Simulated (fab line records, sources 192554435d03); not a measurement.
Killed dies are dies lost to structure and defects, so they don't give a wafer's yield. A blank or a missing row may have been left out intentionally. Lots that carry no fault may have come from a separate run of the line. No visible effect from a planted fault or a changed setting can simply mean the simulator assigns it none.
A lot that was struck, set against a sound lot	flow n5Finfet	14 steps out of a route of 1938
Sound: the wafers L829.1, L829.3, L829.6. Wafers struck: L819.2, L819.3, L819.4. At the end, the cause is stated.
For every step that has rows: the tool of each side, followed by ch and its chambers, followed by its first start. Under that, the readings that differ: sound wafers	struck wafers	difference of the means	sigmas: that difference in standard deviations of wafers without a fault.
alike: same words and numbers on both sides, and readings whose means sit less than 2 such deviations apart. not compared: any withheld reading, any reading some wafer has no value for, any bound like >300 that may hide the same value, and any number with overlapping values for which the record gives no deviation.
The two part at a step that has a row with sigmas, a row that says differs or no value, or rows on one side only. Numbers that have no deviation but don't overlap get no sigmas and don't part them. A reading that every wafer of one side lacks parts them only if that side has two wafers or more.

first, 9 steps without rows for these wafers: N5_BEOL_M1_EBR_24; N5_BEOL_M1_SOFTBAKE_23 (time 60 s); N5_BEOL_M1_EXPOSE_25 (exposes mask V0, defocus 5 nm, target cd 24 nm); N5_BEOL_M1_PEB_26 (peb time 60 s); N5_BEOL_M1_DEVELOP_27 (develop time 30 s); N5_BEOL_M1_DESCUM_33 (chemistry O2, time 7 s); N5_BEOL_M1_ETCH_77 (etches underlayer in N2/H2, target depth 6.5 nm, time 5.2 s); N5_BEOL_M1_ETCH_69 (etches SiARC in CF4, target depth 15.6 nm, time 26 s); N5_BEOL_M1_ALD_98 (deposits SiO2, target thk 2.5 nm, pulse time 1 s, co reactant pulse time 1 s).
N5_BEOL_M1_ETCHBACK_99: etches SiO2 in CHF3, target depth 5 nm, time 10.4 s.
  sound on rieDiel-05 ch 2,3, day 11 10:53; struck on rieDiel-06 ch 1,2,3, day 8 16:01
  no value came back on the struck wafers for any of 7 readings (CHF3_flow_sccm (sccm), biasW (W) and others); on the sound wafers CHF3_flow_sccm (sccm) reads 11.96 11.95 11.98
reading	sound	struck	difference	sigmas
model.CAR-EUV_of_BEOL_M1_COAT_22.thkNm (nm)	10.4 10.4 10.4	11.2 11.2 11.2	+0.8	
  not compared: rfHoursCounterH
N5_BEOL_M1_ETCH_70: etches SOC in N2/H2, target depth 80 nm, overetch 16 nm, time 120 s.
  sound on rieDiel-05 ch 2,3, day 11 10:56; struck on rieDiel-06 ch 1,2,3, day 8 16:04
reading	sound	struck	difference	sigmas
oesProductAu (a.u.)	0.67 0.57 0.67	0.30 0.30 0.27	-0.35	-8
  alike: drypumpMotorCurrentA, h2FlowSccm, rfVppV, showerheadPlenumPTorr, throttleValvePct
  not compared: rfHoursCounterH
then, 1 step without rows for these wafers: N5_BEOL_M1_STRIP_71 (strips in N2/H2).
N5_BEOL_M4_RC_MEAS_101:
  the record has rows for the sound wafers here (prober-01 ch 0, day 13 16:47) and none for the struck ones
-- a jump in the record: the struck wafers' starts before and after are 7 days apart (it breaks off in module BEOL_M4 and resumes in module PASSIVATION, where the first step shown is number 1936 of the route) --
N5_PASSIVATION_PROBE_49:
  only the struck wafers here have rows in the record (prober-02, day 16 03:07); the sound ones have none

== WHERE THEY PART ==
At N5_BEOL_M1_ETCHBACK_99 first; at N5_PASSIVATION_PROBE_49 last (within this record only).

WHY: whatever the simulator had introduced
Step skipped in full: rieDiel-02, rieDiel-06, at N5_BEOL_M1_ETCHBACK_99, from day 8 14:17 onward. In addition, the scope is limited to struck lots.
